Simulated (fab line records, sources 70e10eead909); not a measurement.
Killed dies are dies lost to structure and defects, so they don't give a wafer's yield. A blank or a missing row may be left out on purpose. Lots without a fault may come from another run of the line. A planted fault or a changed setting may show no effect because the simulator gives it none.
A struck lot beside a sound one | flow nand_harc | 15 steps out of a route of 1159
Sound: wafers L873.2, L873.3, L873.4. Struck: wafer L882.4. (L882.1, L882.6 of the same lot were not struck and are left out.) The cause comes at the end.
At each step with rows: each side's tool, then ch and its chambers, then its first start. Under that, the readings that differ: sound wafers | struck wafers | difference of the means | sigmas: that difference in standard deviations of wafers without a fault.
alike: readings whose means differ by less than 2 such deviations, and words and numbers that are the same on both sides. not compared: withheld readings, readings that some wafer has no value for, bounds like >300 that may hide the same value, and numbers for which the record gives no deviation and whose values overlap.
The two part at a step that has a row with sigmas, a row that says differs or no value, or rows on one side only. Numbers that don't overlap but have no deviation are shown without sigmas and don't part them. A reading that every wafer of one side lacks parts them only if that side has two wafers or more.

first, 8 steps without rows for these wafers: NHARC_P_M2_HMDS_02 (time 30 s); NHARC_P_M2_COAT_34 (time 65 s); NHARC_P_M2_COAT_03 (resist thk 90 nm); NHARC_P_M2_SOFTBAKE_04 (time 55 s); NHARC_P_M2_EBR_05; NHARC_P_M2_EXPOSE_06 (exposes mask P M2, target cd 170 nm); NHARC_P_M2_PEB_07 (peb time 65 s); NHARC_P_M2_DEVELOP_08 (develop time 35 s).
NHARC_P_M2_CD_MEAS_09: target cd 170 nm.
  sound on cd_sem-02 ch 0, day 6 14:37; struck on cd_sem-03 ch 0, day 8 15:01
  alike: cd_nm
NHARC_P_M2_OVL_MEAS_10: pitch 340 nm.
  sound on overlay-02, day 6 14:42; struck on overlay-01, day 8 15:05
  reading           | sound       | struck | difference | sigmas
  overlay_y_nm (nm) | 1.8 1.6 1.2 | -0.6   | -2.1       | -3
  alike: overlay_x_nm
NHARC_P_M2_INSPECT_11:
  sound on defect_inspect-02, day 6 14:44; struck on defect_inspect-02, day 8 15:08
  alike: raw_defect_count
NHARC_P_M2_DESCUM_14: chemistry O2, time 3 s.
  sound on rie_diel-03 ch 0,2,3, day 6 14:47; struck on rie_diel-03 ch 2, day 8 15:12
  reading                | sound | struck | difference | sigmas
  rf_hours_counter_h (h) | 3 3 3 | 5      | +2         |
  alike: drypump_motor_current_A, oes_product_au, rf_vpp_V, showerhead_plenum_p_Torr, throttle_valve_pct
NHARC_P_M2_ETCH_35: etches the open film in N2/H2, target depth 40 nm, overetch 12 nm, time 43.94 s.
  sound on rie_diel-03 ch 0,1,3, day 6 14:53; struck on rie_diel-03 ch 0, day 8 15:17
  reading                | sound          | struck | difference | sigmas
  rf_hours_counter_h (h) | 2 3 3          | 5      | +2         |
  run_length_s (s)       | 65.8 65.6 65.1 | 51.5   | -14.0      | -33
  alike: drypump_motor_current_A, h2_flow_sccm, oes_product_au, rf_vpp_V, showerhead_plenum_p_Torr, throttle_valve_pct
NHARC_P_M2_ETCH_15: etches the open film in C4F8/Ar, target depth 182.5 nm, time 91.2 s.
  sound on rie_diel-03 ch 0,1,3; struck on rie_diel-03 ch 3
  reading                | sound             | struck | difference | sigmas
  oes_product_au (a.u.)  | 0.965 0.956 0.982 | 0.918  | -0.050     | -2
  rf_hours_counter_h (h) | 3 3 2             | 5      | +2         |
  alike: rf_vpp_V, run_length_s
then, 1 step without rows for these wafers: NHARC_END_SORT_01.

WHERE THEY PART
First at NHARC_P_M2_OVL_MEAS_10; last, within this record, at NHARC_P_M2_ETCH_15.

WHY: what the simulator had put in
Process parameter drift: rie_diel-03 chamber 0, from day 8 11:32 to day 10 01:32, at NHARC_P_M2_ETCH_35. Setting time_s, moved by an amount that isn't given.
